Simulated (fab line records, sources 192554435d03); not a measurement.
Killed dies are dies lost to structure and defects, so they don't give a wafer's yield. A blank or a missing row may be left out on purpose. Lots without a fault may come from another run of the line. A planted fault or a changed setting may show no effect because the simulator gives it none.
One fault seen from 3 desks | flow n5_finfet | each desk has only its own numbers; what lay behind them comes last

THE TOOL OWNER'S DESK: ald_sin-04
The tool's own readings at N5_BEOL_M1_ALD_98 (deposits SiO2, target thk 2.5 nm, pulse time 1 s, co reactant pulse time 1 s): means of the sampled wafers that have a number, for each lot that ran on this tool. A lot is out of limits, marked OUT, if its mean lies more than 4 standard deviations from the usual mean; the brackets give that distance.
Columns: A = chamber_pressure_Torr at N5_BEOL_M1_ALD_98, usual 2.000 Torr; B = heater_power_w at N5_BEOL_M1_ALD_98, usual 79 W; C = precursor_pulse_height_rel at N5_BEOL_M1_ALD_98, usual 0.998
lot  | first seen here | A     | B  | C
L149 | day 6 01:35     | 1.999 | 82 | 0.999
L152 | day 6 23:26     | 2.002 | 84 | 1.005
L157 | day 8 08:44     | 2.002 | 82 | 0.988
L161 | day 9 09:46     | 2.002 | 86 | 1.003
L172 | day 12 08:46    | 1.999 | 84 | 0.992
This desk's finding: nothing out of limits on any of the 5 lots.

THE METROLOGY DESK
What the gauges read, lot by lot, whatever tool the lot ran on: means of the sampled wafers that have a number. A lot is out of limits, marked OUT, if its mean lies more than 4 standard deviations from the usual mean; the brackets give that distance. Of its 10 readings 7 are shown: those that lie furthest out on some lot.
Columns: A = DIBL_P at N5_BEOL_M4_RC_MEAS_101, usual 35.4 mV/V; B = IOFF_N at N5_BEOL_M4_RC_MEAS_101, usual 0.152 nA/um; C = IOFF_P at N5_BEOL_M4_RC_MEAS_101, usual 0.20 nA/um; D = ION_N at N5_BEOL_M4_RC_MEAS_101, usual 672 uA/um; E = ION_P at N5_BEOL_M4_RC_MEAS_101, usual 461 uA/um; F = SS_P at N5_BEOL_M4_RC_MEAS_101, usual 73.1 mV/dec; G = VT_P at N5_BEOL_M4_RC_MEAS_101, usual -251 mV
lot  | first seen here | A    | B     | C    | D   | E   | F    | G
L149 | day 7 18:44     | 38.0 | 0.173 | 0.24 | 679 | 467 | 73.9 | -246
L152 | day 8 13:11     | 35.3 | 0.146 | 0.17 | 670 | 457 | 72.6 | -253
L157 | day 10 02:38    | 34.1 | 0.135 | 0.19 | 671 | 461 | 73.0 | -250
L161 | day 11 00:00    | 34.0 | 0.130 | 0.16 | 658 | 446 | 73.0 | -258
L164 | day 11 16:05    | 35.6 | 0.151 | 0.19 | 670 | 454 | 73.2 | -254
L168 | day 12 11:26    | 33.8 | 0.131 | 0.18 | 670 | 459 | 72.7 | -253
L166 | day 12 15:07    | 33.3 | 0.143 | 0.19 | 672 | 465 | 73.3 | -250
L171 | day 13 20:10    | 35.5 | 0.132 | 0.18 | 668 | 459 | 72.7 | -251
L172 | day 14 06:29    | 33.5 | 0.119 | 0.19 | 665 | 461 | 72.8 | -251
This desk's finding: nothing out of limits on any of the 9 lots.

THE DEFECT DESK
What the inspections along the route counted, lot by lot: means of the sampled wafers that have a number. A lot is out of limits, marked OUT, if its mean lies more than 4 standard deviations from the usual mean; the brackets give that distance.
Columns: A = raw_defect_count at N5_BEOL_M1_INSPECT_13, usual 381
lot  | first seen here | A
L149 | day 6 00:08     | 324
L152 | day 6 21:04     | 458
L157 | day 8 07:34     | 377
L161 | day 9 08:42     | 360
L164 | day 9 20:11     | 412
L166 | day 10 12:17    | 486
L168 | day 10 21:44    | 329
L171 | day 11 21:18    | 344
L172 | day 12 06:02    | 366
This desk's finding: nothing out of limits on any of the 9 lots.

PUT TOGETHER
The tool owner's desk saw nothing out of limits.
The metrology desk saw nothing out of limits.
The defect desk saw nothing out of limits.

WHAT THE SIMULATOR HAD PUT IN
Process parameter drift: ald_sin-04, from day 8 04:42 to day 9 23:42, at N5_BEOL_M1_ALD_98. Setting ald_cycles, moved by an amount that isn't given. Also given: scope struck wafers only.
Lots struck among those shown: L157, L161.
